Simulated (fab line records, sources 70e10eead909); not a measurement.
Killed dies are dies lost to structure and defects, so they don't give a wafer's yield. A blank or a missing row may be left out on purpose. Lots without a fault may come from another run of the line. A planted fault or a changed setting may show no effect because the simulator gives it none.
A struck lot beside a sound one | flow nand_harc | 14 steps out of a route of 1159
Sound: wafers L873.3, L873.4, L873.5. Struck: wafers L886.1, L886.2, L886.3. The cause comes at the end.
At each step with rows: each side's tool, then ch and its chambers, then its first start. Under that, the readings that differ: sound wafers | struck wafers | difference of the means | sigmas: that difference in standard deviations of wafers without a fault.
alike: readings whose means differ by less than 2 such deviations, and words and numbers that are the same on both sides. not compared: withheld readings, readings that some wafer has no value for, bounds like >300 that may hide the same value, and numbers for which the record gives no deviation and whose values overlap.
The two part at a step that has a row with sigmas, a row that says differs or no value, or rows on one side only. Numbers that don't overlap but have no deviation are shown without sigmas and don't part them. A reading that every wafer of one side lacks parts them only if that side has two wafers or more.

NHARC_P_M1_PRE_CLEAN_30: time 30 s.
  sound on pvd_sputter-03; struck on pvd_sputter-02
  reading            | sound       | struck      | difference | sigmas
  heater_power_w (W) | 477 454 473 | 342 360 365 | -112       | -2
  alike: susceptor_temp_C
NHARC_P_M1_PVD_20: deposits TaN, target thk 5 nm, time 8.06 s.
  sound on pvd_sputter-03; struck on pvd_sputter-02
  alike: chamber_pressure_pa, throttle_valve_pct
NHARC_P_M1_PVD_21: deposits Cu, target thk 30 nm, time 20.49 s.
  sound on pvd_sputter-03; struck on pvd_sputter-02
  reading                  | sound             | struck            | difference | sigmas
  chamber_pressure_pa (Pa) | 5.011 5.002 5.007 | 4.970 4.985 4.998 | -0.022     | -2
  alike: throttle_valve_pct
then, 3 steps without rows for these wafers: NHARC_P_M1_ECD_22 (material Cu, target thk 400 nm); NHARC_P_M1_ANNEAL_31 (time 90 s); NHARC_P_M1_CMP_23 (polishes, t overpolish 20 s, target thk 157.82 nm).
NHARC_P_M1_THK_MEAS_24: measures by xrf.
  sound on film_metro-01, day 7 10:44; struck on film_metro-01, day 10 16:09
  alike: thk_nm
then, 1 step without rows for these wafers: NHARC_P_M1_SRD_25.
NHARC_P_M1_INSPECT_27:
  sound on defect_inspect-02, day 7 10:54; struck on defect_inspect-01, day 10 16:19
  alike: raw_defect_count
NHARC_P_M1_PRE_CLEAN_32: time 12 s.
  sound on pecvd-01 ch 1,2, day 7 10:59; struck on pecvd-04 ch 0,1,2, day 10 16:23
  alike: heater_power_w, susceptor_temp_C
NHARC_P_M1_DEP_33: deposits SiCN, target thk 30 nm.
  sound on pecvd-01 ch 1,2, day 7 11:05; struck on pecvd-04 ch 0,1,2, day 10 16:28
  alike: heater_power_w, susceptor_temp_C
NHARC_P_M2_DEP_00: deposits SiOC, target thk 182.5 nm.
  sound on pecvd-04 ch 0,2, day 7 11:34; struck on pecvd-02 ch 0,1,2, day 10 17:32
then, 1 step without rows for these wafers: NHARC_P_M2_DEHYDRATE_01 (time 120 s).
-- the record jumps here: 14 days lie between the struck wafers' starts before and after (it left off in module P_M2 and takes up again in module END, whose first step shown is number 1159 of the route) --
NHARC_END_SORT_01:
  sound on prober-01 ch 0, day 21 03:55; struck on prober-02 ch 0, day 24 06:39
  reading                  | sound          | struck         | difference | sigmas
  defect_limited_yield (%) | 96.9 95.4 95.3 | 0 0 0          | -96        | -60
  killed_at_array          | 16 28 19       | 39 39 45       | +20        | +2
  killed_at_periphery      | 5 3 12         | 638 638 631    | +629       | +99 or more
  killed_dies              | 21 31 32       | 677 677 677    | +649       | +59
  sort_bin_2_pct (%)       | 1.0 1.3 1.9    | 95.1 95.6 94.5 | +93.7      | +99 or more
  sort_n_pass              | 656 646 645    | 0 0 0          | -649       | -59
  sort_rim_yield_pct (%)   | 96 94 91       | 0 0 0          | -94        | -28
  sort_yield_pct (%)       | 96.9 95.4 95.3 | 0 0 0          | -96        | -60
  alike: killed_at_other, killed_open, killed_short, sort_bin_3_pct, sort_bin_4_pct

WHERE THEY PART
First at NHARC_P_M1_PRE_CLEAN_30; last, within this record, at NHARC_END_SORT_01.

WHY: what the simulator had put in
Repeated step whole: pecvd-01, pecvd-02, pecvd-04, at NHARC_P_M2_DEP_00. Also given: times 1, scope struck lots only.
